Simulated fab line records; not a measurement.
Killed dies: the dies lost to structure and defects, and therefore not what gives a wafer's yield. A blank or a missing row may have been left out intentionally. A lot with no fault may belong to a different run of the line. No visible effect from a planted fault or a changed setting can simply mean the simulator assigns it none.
Split-lot experiment | flow n5Finfet | on a route of 1938 steps: 7 lots, 39 wafers read

## THE SPLIT ITSELF
At N5_ILD0_PRECLEAN_10 (cleans in NF3:NH3, afs cycles 5, time 20 s, sublimation time 60 s), the setting timeS was moved away from the recipe's 20 s on 15 of the 39 wafers read, by -17.1% to +59.2%. The other wafers ran this setting at the recipe's value.

Reading taken at the split's own step.

## THE READING
SiO2_flowable_of_ILD0_FCVD_FILL_01.thkNm (the simulator's own value, which no gauge read), in nm, at N5_ILD0_PRECLEAN_10 (cleans in NF3:NH3, afs cycles 5, time 20 s, sublimation time 60 s). The file gives no usual value for it. Average 119.7 nm, standard deviation 0.73 nm, over the 24 wafers here run with the recipe.

wafer  | tool, chamber at the split | timeS as run, s | against the recipe | SiO2_flowable_of_ILD0_FCVD_FILL_01.thkNm, nm | against lot-mates on the recipe
L076.1 | remotePlasma-01, 1         | 20              | recipe             | 118.4                                        | -
L076.2 | remotePlasma-01, 1         | 20              | recipe             | 118.8                                        | -
L076.3 | remotePlasma-01, 1         | 16.58           | -17.1%             | 122.2                                        | +3.6
L076.4 | remotePlasma-01, 1         | 16.58           | -17.1%             | 122.2                                        | +3.6
L076.5 | remotePlasma-01, 1         | 20              | recipe             | 118.6                                        | -
L076.6 | remotePlasma-01, 1         | 16.58           | -17.1%             | 121                                          | +2.4
L077.1 | remotePlasma-01, 0         | 20              | recipe             | 120.2                                        | -
L077.2 | remotePlasma-01, 0         | 31.84           | +59.2%             | 110.8                                        | -9.4
L077.3 | remotePlasma-01, 0         | 20              | recipe             | 120.4                                        | -
L077.4 | remotePlasma-01, 0         | 31.84           | +59.2%             | 111.8                                        | -8.4
L077.5 | remotePlasma-01, 0         | 31.84           | +59.2%             | 111.2                                        | -9.0
L077.6 | remotePlasma-01, 0         | 20              | recipe             | 120                                          | -
L079.1 | remotePlasma-02, 1         | 26.03           | +30.2%             | 116                                          | -4.3
L079.2 | remotePlasma-02, 1         | 20              | recipe             | 120.2                                        | -
L079.4 | remotePlasma-02, 1         | 20              | recipe             | 120.2                                        | -
L079.3 | remotePlasma-02, 1         | 26.03           | +30.2%             | 117                                          | -3.3
L079.5 | remotePlasma-02, 1         | 20              | recipe             | 120.6                                        | -
L079.6 | remotePlasma-02, 1         | 26.03           | +30.2%             | 116.6                                        | -3.7
L081.1 | remotePlasma-01, 0         | 20              | recipe             | 120.4                                        | -
L081.2 | remotePlasma-01, 0         | 20              | recipe             | 120.4                                        | -
L081.6 | remotePlasma-01, 0         | 20              | recipe             | 120.6                                        | -
L089.1 | remotePlasma-01, 0         | 20              | recipe             | 118.8                                        | -
L089.6 | remotePlasma-01, 0         | 20              | recipe             | 118.8                                        | -
L089.2 | remotePlasma-01, 0         | 20              | recipe             | 119                                          | -
L089.3 | remotePlasma-01, 0         | 23.74           | +18.7%             | 116.6                                        | -2.3
L089.4 | remotePlasma-01, 0         | 23.74           | +18.7%             | 117.6                                        | -1.3
L089.5 | remotePlasma-01, 0         | 23.74           | +18.7%             | 116.8                                        | -2.1
L090.1 | remotePlasma-02, 0         | 20              | recipe             | 121                                          | -
L090.2 | remotePlasma-02, 0         | 27.83           | +39.1%             | 114.2                                        | -6.1
L090.3 | remotePlasma-02, 0         | 27.83           | +39.1%             | 114.2                                        | -6.1
L090.4 | remotePlasma-02, 0         | 20              | recipe             | 119.4                                        | -
L090.5 | remotePlasma-02, 0         | 27.83           | +39.1%             | 114.6                                        | -5.7
L090.6 | remotePlasma-02, 0         | 20              | recipe             | 120.4                                        | -
L095.1 | remotePlasma-02, 0         | 20              | recipe             | 119.2                                        | -
L095.2 | remotePlasma-02, 0         | 20              | recipe             | 119.2                                        | -
L095.3 | remotePlasma-02, 0         | 20              | recipe             | 119.4                                        | -
L095.6 | remotePlasma-02, 0         | 20              | recipe             | 119.4                                        | -
L095.4 | remotePlasma-02, 0         | 20              | recipe             | 119.6                                        | -
L095.5 | remotePlasma-02, 0         | 20              | recipe             | 119.6                                        | -

THE FIT
A straight line over all 39 wafers: SiO2_flowable_of_ILD0_FCVD_FILL_01.thkNm changes by -0.135 nm for each +1% of timeS; r = -0.97; the points scatter about the line by 0.71 nm.
The same after taking each lot's own level away (the mean of its wafers on the recipe; 39 wafers): -0.15 nm for each +1%; r = -0.99; scatter 0.49 nm.
According to that fit, moving timeS by its largest amount changes the reading by 8.9 nm.
The span of the lots' own levels, 118.60 to 120.47 nm, comes to 2.6 times the standard deviation stated above.
The two slopes agree, so the slope changes little with the lot-to-lot level.
Check: with one of the wafers moved furthest among these (+59.2%) left out of the fit, the line predicts -8.55 nm for it against its lot-mates. It came out at -9.4 nm against them.

## THE OTHER SPLITS THESE WAFERS WENT THROUGH
Before the reading, these wafers also passed through other splits. Each is held against what the fit with the lots' levels taken away leaves over:
other split on the same wafers | wafers away from the commonest value | r with SiO2_flowable_of_ILD0_FCVD_FILL_01.thkNm (lot level and that fit taken away)
N5_FIN_SAQP_ETCH_65 timeS      | 12                                   | -0.21

## FILE'S OWN FIT
SiO2_flowable_of_ILD0_FCVD_FILL_01.thkNm changes by -0.147 nm for each +1% of timeS, r = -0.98.
